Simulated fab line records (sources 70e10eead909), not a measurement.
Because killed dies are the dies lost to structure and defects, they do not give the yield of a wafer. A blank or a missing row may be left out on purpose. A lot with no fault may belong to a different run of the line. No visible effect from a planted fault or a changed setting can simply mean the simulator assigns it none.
Chamber matching | flow nand-harc | NHARC_P_BONDPAD_CMP_19 on cmp-02 has 4 sister chambers
The step polishes, t overpolish 30 s, cu recess touch 16 s, target thk 160.81 nm. 8 wafers are shown with their chamber, then 11 later ones without.

WAFERS WITH THEIR CHAMBER
wafer  | chamber | motor-current-A (A) | overpolish-run-s (s)
L080.3 | 2       | 11.7                | 30.002
L080.5 | 3       | 11.6                | 29.995
L082.2 | 3       | 11.4                | 29.993
L082.5 | 0       | 11.3                | 30.002
L087.3 | 0       | 11.3                | 29.989
L087.5 | 2       | 11.2                | 30.002
L087.6 | 1       | 11.2                | 30.020
L092.1 | 1       | 11.1                | 29.998

WAFERS WHOSE CHAMBER IS MISSING
wafer  | motor-current-A (A) | overpolish-run-s (s)
L092.2 | 11.6                | 30.001
L092.5 | 11.9                | 30.007
L096.2 | 11.5                | 30.010
L096.3 | 11.6                | 29.983
L096.4 | 10.7                | 29.995
L096.1 | 11.7                | 30.014
L096.5 | 11.7                | 30.001
L096.6 | 11.0                | 30.009
L097.2 | 11.3                | 30.006
L097.3 | 11.3                | 30.005
L097.6 | 11.8                | 29.996

WHICH CHAMBER EACH WENT THROUGH
wafer  | from the rows above               | in truth
L092.2 | can't be placed: 2 or 3 or 0 or 1 | 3
L092.5 | can't be placed: 2 or 3 or 0 or 1 | 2
L096.2 | can't be placed: 2 or 3 or 1 or 0 | 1
L096.3 | can't be placed: 3 or 0 or 2      | 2
L096.4 | can't be placed: 1 or 0 or 2 or 3 | 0
L096.1 | can't be placed: 2 or 3 or 1 or 0 | 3
L096.5 | can't be placed: 3 or 2 or 0 or 1 | 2
L096.6 | can't be placed: 1 or 0 or 2      | 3
L097.2 | can't be placed: 1 or 2 or 0 or 3 | 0
L097.3 | can't be placed: 2 or 1 or 0 or 3 | 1
L097.6 | can't be placed: 3 or 2 or 0      | 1
Correctly placed: 0 of 11. Cannot be placed on the basis of these rows: 11; the candidates contain the true chamber in 9. Placed wrongly: 0.
How it was worked out, from the rows above alone: a wafer's distance from a chamber is the root of the sum, over the readings, of the square of ((its reading less the chamber's mean) divided by the reading's scatter). If the next closest chamber is less than 2 further off than the closest, the wafer can't be placed; otherwise it belongs to the closest. Each chamber's mean is taken over the wafers shown for it. The scatter: take each reading less its chamber's mean, square it, sum over the shown wafers, divide by the number of wafers less the number of chambers, and take the root.
